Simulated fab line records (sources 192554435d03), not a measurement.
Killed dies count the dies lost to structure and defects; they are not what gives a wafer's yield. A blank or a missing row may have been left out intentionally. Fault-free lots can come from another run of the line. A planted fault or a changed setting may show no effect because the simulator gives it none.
Split-lot study    flow n5-finfet    on a route of 1938 steps: 7 lots, 39 wafers read

## ABOUT THE SPLIT
At N5_DUMMY_GATE_ETCH_31 (etches SiO2 in C4F6/O2, target depth 82.5 nm, time 27.5 s), the setting target-depth-a was moved away from the recipe's 825 angstrom on 12 of the 39 wafers read, by -5.4% to +9.1%. For the rest of the wafers, this setting stayed at what the recipe calls for.

The split's own step is where the reading is taken.

## THE READING
etch.depth-nm (the simulator's own value, which no gauge read), in nm, at N5_DUMMY_GATE_ETCH_31 (etches SiO2 in C4F6/O2, target depth 82.5 nm, time 27.5 s). No usual value for it is given in the file. Average 82.34 nm, standard deviation 0.68 nm, over the 27 wafers here run with the recipe.

wafer   tool, chamber at the split  target-depth-a as run, angstrom  against the recipe  etch.depth-nm, nm  against lot-mates on the recipe
L079.1  rie-diel-05, 0              825                              recipe              83.11              -
L079.4  rie-diel-05, 1              825                              recipe              80.2               -
L079.5  rie-diel-05, 2              825                              recipe              81.41              -
L085.1  rie-diel-02, 0,3            825                              recipe              82.55              -
L085.5  rie-diel-02, 0,3            825                              recipe              82.55              -
L085.2  rie-diel-02, 3              825                              recipe              82.03              -
L085.3  rie-diel-02, 1              825                              recipe              82.54              -
L085.4  rie-diel-02, 2              825                              recipe              83.78              -
L085.6  rie-diel-02, 2              825                              recipe              82.91              -
L086.1  rie-diel-04, 3              899.9                            +9.1%               89.93              +7.15
L086.2  rie-diel-04, 0              825                              recipe              82.82              -
L086.3  rie-diel-04, 2              899.9                            +9.1%               91.23              +8.45
L086.4  rie-diel-04, 1              825                              recipe              82.97              -
L086.5  rie-diel-04, 0              899.9                            +9.1%               89.85              +7.07
L086.6  rie-diel-04, 3              825                              recipe              82.55              -
L092.1  rie-diel-04, 3              825                              recipe              82.29              -
L092.2  rie-diel-04, 1              825                              recipe              82.16              -
L092.3  rie-diel-04, 2              825                              recipe              83.03              -
L092.4  rie-diel-04, 0              825                              recipe              82.53              -
L092.5  rie-diel-04, 0              825                              recipe              82.72              -
L092.6  rie-diel-04, 3              825                              recipe              82.18              -
L094.1  rie-diel-02, 1              780.1                            -5.4%               77.77              -4.53
L094.2  rie-diel-02, 0              780.1                            -5.4%               77.48              -4.82
L094.3  rie-diel-02, 2              825                              recipe              82.29              -
L094.4  rie-diel-02, 3              780.1                            -5.4%               76.77              -5.53
L094.5  rie-diel-02, 0              825                              recipe              82.59              -
L094.6  rie-diel-02, 3              825                              recipe              82.03              -
L096.1  rie-diel-04, 2              853.2                            +3.4%               85.1               +3.37
L096.2  rie-diel-04, 3              825                              recipe              81.49              -
L096.3  rie-diel-04, 1              853.2                            +3.4%               85.01              +3.28
L096.4  rie-diel-04, 0              825                              recipe              81.72              -
L096.5  rie-diel-04, 3              825                              recipe              81.98              -
L096.6  rie-diel-04, 0              853.2                            +3.4%               84.07              +2.34
L097.1  rie-diel-04, 0              856.2                            +3.8%               85.09              +2.88
L097.2  rie-diel-04, 3              856.2                            +3.8%               85.01              +2.80
L097.3  rie-diel-04, 1              825                              recipe              82.73              -
L097.4  rie-diel-04, 0              856.2                            +3.8%               85.22              +3.01
L097.5  rie-diel-04, 1              825                              recipe              82.46              -
L097.6  rie-diel-04, 3              825                              recipe              81.43              -
The file does not say which wafer passed through which chamber wherever a row lists several chambers: such a row stands for several wafers.

FIT RESULTS
A straight line over all 39 wafers: etch.depth-nm changes by +0.866 nm for each +1% of target-depth-a; r = +0.97; the points scatter about the line by 0.67 nm.
The same after taking each lot's own level away (the mean of its wafers on the recipe; 39 wafers): +0.851 nm for each +1%; r = +0.98; scatter 0.54 nm.
Per that fit: largest target-depth-a move, reading shift of 7.7 nm.
Across the lots, their own levels run from 81.573 to 82.780 nm, a range of 1.8 times the standard deviation given above.
The two slopes are in agreement: the lot-to-lot level therefore moves the slope only a little.
Check: with one of the wafers moved furthest among these (+9.1%) left out of the fit, the line predicts +7.8 nm for it against its lot-mates. Against them it came out at +7.15 nm.

## THE OTHER SPLITS THESE WAFERS WENT THROUGH
Note: prior to the reading, these wafers also went through further splits. Each is held against what the fit with the lots' levels taken away leaves over:
other split on the same wafers   wafers away from the commonest value  r with etch.depth-nm (lot level and that fit taken away)
N5_DUMMY_GATE_EXPOSE_12 dose-mj  18                                    -0.19

## FILE'S OWN FIT
etch.depth-nm changes by +0.846 nm for each +1% of target-depth-a, r = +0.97.
